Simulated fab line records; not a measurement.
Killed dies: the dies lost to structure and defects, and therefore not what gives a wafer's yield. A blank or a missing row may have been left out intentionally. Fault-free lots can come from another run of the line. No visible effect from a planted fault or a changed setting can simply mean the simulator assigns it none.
Split-lot study | flow n5 finfet | route with 1938 steps; 7 lots, 21 wafers read

## THE SPLIT ITSELF
At N5_FIN_SAQP_PECVD_06 (deposits a-Si from SiH4/He, target thk 60 nm, time 48.1 s), the setting time s was moved away from the recipe's 48.1 s on 5 of the 21 wafers read, by +6.5% to +14.0%. The other wafers ran this setting at the recipe's value.

## FROM THE SPLIT TO THE READING: what the file shows between them, 5 steps
- N5_FIN_SAQP_THK_MEAS_07
- N5_FIN_SAQP_HM_DEP_72: deposits SiO2 from SiH4/N2O, target thk 12 nm, time 7.2 s
- N5_FIN_SAQP_COAT_49: time 60 s, resist thk 100 nm
- N5_FIN_SAQP_HM_OPEN_73: chemistry CHF3/O2, target SiO2, stops on a-Si, target depth 12 nm, time 16.8 s
- N5_FIN_SAQP_STRIP_74: strips in CHF3/O2

## THE READING
etch.depth nm (the simulator's own value, which no gauge read), in nm, at N5_FIN_SAQP_MANDREL_ETCH_22 (etches a-Si in HBr/Cl2, stops on SiNx, target depth 60 nm, bt time 10 s, time 30 s). The file gives no usual value for it. Average 59.81 nm, standard deviation 0.66 nm, over the 16 wafers here run with the recipe.

wafer  | tool, chamber at the split | time s as run, s | against the recipe | etch.depth nm, nm | against lot-mates on the recipe
L085.1 | pecvd-03, 1                | 52               | +8.1%              | 64.02             | +5.17
L085.2 | pecvd-03, 0                | 52               | +8.1%              | 64.86             | +6.01
L085.3 | pecvd-03, 2                | 48.1             | recipe             | 58.85             | -
L086.1 | pecvd-04, 2                | 48.1             | recipe             | 59.4              | -
L086.2 | pecvd-04, 0                | 48.1             | recipe             | 58.92             | -
L086.4 | pecvd-04, 0                | 48.1             | recipe             | 60.18             | -
L088.3 | pecvd-01, 0                | 48.1             | recipe             | 59.84             | -
L088.4 | pecvd-01, 1                | 52.47            | +9.1%              | 64.5              | +4.25
L088.6 | pecvd-01, 0                | 48.1             | recipe             | 60.65             | -
L089.1 | pecvd-04, 2                | 54.85            | +14.0%             | 66.36             | +6.57
L089.4 | pecvd-04, 2                | 48.1             | recipe             | 59.4              | -
L089.6 | pecvd-04, 0                | 48.1             | recipe             | 60.18             | -
L090.1 | pecvd-01, 0                | 48.1             | recipe             | 59.88             | -
L090.4 | pecvd-01, 1                | 51.21            | +6.5%              | 63.35             | +3.19
L090.6 | pecvd-01, 0                | 48.1             | recipe             | 60.44             | -
L091.2 | pecvd-01, 2                | 48.1             | recipe             | 60.25             | -
L091.3 | pecvd-01, 1                | 48.1             | recipe             | 58.47             | -
L091.5 | pecvd-01, 2                | 48.1             | recipe             | 60.04             | -
L096.4 | pecvd-04, 0                | 48.1             | recipe             | 60.93             | -
L096.5 | pecvd-04, 1                | 48.1             | recipe             | 60.02             | -
L096.6 | pecvd-04, 2                | 48.1             | recipe             | 59.46             | -

THE FIT
A straight line over all 21 wafers: etch.depth nm changes by +0.511 nm for each +1% of time s; r = +0.96; the points scatter about the line by 0.65 nm.
The same after taking each lot's own level away (the mean of its wafers on the recipe; 21 wafers): +0.53 nm for each +1%; r = +0.96; scatter 0.7 nm.
Per that fit: largest time s move, reading shift of 7.4 nm.
The lots' own levels span 58.850 to 60.245 nm, that is 2.1 times the standard deviation above.
The two slopes agree, so the slope changes little with the lot-to-lot level.
Check: +8.22 nm against its lot-mates is what the line predicts for one of the wafers moved furthest among these (+14.0%) when that wafer is left out of the fit. Against them it came out at +6.57 nm.

## THESE WAFERS: OTHER SPLITS
Other splits were also applied to these wafers ahead of the reading. Each is held against what the fit with the lots' levels taken away leaves over:
other split on the same wafers          | wafers away from the commonest value | r with etch.depth nm (lot level and that fit taken away)
N5_ZERO_LAYER_EXPOSE_08 dose mj         | 6                                    | +0.11
N5_ZERO_LAYER_DEVELOP_10 develop time s | 8                                    | +0.00
N5_FIN_SAQP_ALD_61 temp c               | 9                                    | -0.25

## THE WHOLE CHAIN: every reading that the file lists as answering this split, in the file's order
step                        | what it does                                                                       | reading                                                                           | change (the file's fit)               | r (the file's)
N5_FIN_SAQP_PECVD_06        | deposits a-Si from SiH4/He, target thk 60 nm, time 48.1 s                          | a-Si_of_FIN_SAQP_PECVD_06.thk nm (the simulator's own value, which no gauge read) | +0.508 nm for each +1% of the setting | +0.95
N5_FIN_SAQP_THK_MEAS_07     |                                                                                    | thk nm                                                                            | withheld for each +1% of the setting  | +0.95
N5_FIN_SAQP_MANDREL_ETCH_22 | etches a-Si in HBr/Cl2, stops on SiNx, target depth 60 nm, bt time 10 s, time 30 s | etch.depth nm (the simulator's own value, which no gauge read)                    | +0.509 nm for each +1% of the setting | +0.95

## THE FILE'S OWN FIT
etch.depth nm changes by +0.509 nm for each +1% of time s, r = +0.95.
